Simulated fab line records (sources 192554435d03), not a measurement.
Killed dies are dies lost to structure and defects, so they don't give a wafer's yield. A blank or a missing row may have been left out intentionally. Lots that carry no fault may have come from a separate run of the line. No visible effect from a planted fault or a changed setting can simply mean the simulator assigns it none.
Chamber matching || flow n5 finfet || N5_FIN_SAQP_SPACER1_ALD_24 on ald sin-01: 4 sister chambers
The step deposits SiO2, target thk 20.3 nm, pulse time 1 s, purge time 2 s. 4 wafers are shown with their chamber, then 7 later ones without.

== EACH WAFER AND ITS CHAMBER ==
{"wafer": "L092.1", "chamber": 3, "heater power w (W)": 520}
{"wafer": "L092.3", "chamber": 0, "heater power w (W)": 408}
{"wafer": "L093.3", "chamber": 1, "heater power w (W)": 542}
{"wafer": "L093.4", "chamber": 2, "heater power w (W)": 598}

== WAFERS WITH NO CHAMBER GIVEN ==
{"wafer": "L093.6", "heater power w (W)": 582}
{"wafer": "L094.1", "heater power w (W)": 581}
{"wafer": "L094.4", "heater power w (W)": 495}
{"wafer": "L094.6", "heater power w (W)": 420}
{"wafer": "L096.1", "heater power w (W)": 560}
{"wafer": "L096.2", "heater power w (W)": 596}
{"wafer": "L096.5", "heater power w (W)": 560}

== WHICH CHAMBER EACH WENT THROUGH ==
{"wafer": "L093.6", "from the rows above": "can't be placed: 2 or 1", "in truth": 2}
{"wafer": "L094.1", "from the rows above": "can't be placed: 2 or 1", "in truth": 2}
{"wafer": "L094.4", "from the rows above": "can't be placed: 3 or 1", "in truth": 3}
{"wafer": "L094.6", "from the rows above": 0, "in truth": 0}
{"wafer": "L096.1", "from the rows above": "can't be placed: 1 or 2 or 3", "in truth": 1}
{"wafer": "L096.2", "from the rows above": 2, "in truth": 2}
{"wafer": "L096.5", "from the rows above": "can't be placed: 1 or 2 or 3", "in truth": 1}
Placed correctly: 2 of 7. Not placeable from these rows: 5 (in 5, the candidates include the true chamber). Placed wrongly: 0.
How it was worked out, from the rows above alone: a wafer's distance from a chamber is the root of the sum, over the readings, of the square of ((its reading less the chamber's mean) divided by the reading's scatter). The wafer belongs to the nearest chamber; if the next one is less than 2 further off, it can't be placed. The mean given for a chamber averages the wafers shown for that chamber. The scatter: with one shown wafer a chamber, the root of the mean of the squares of how far each hidden wafer lies from its nearest shown one.
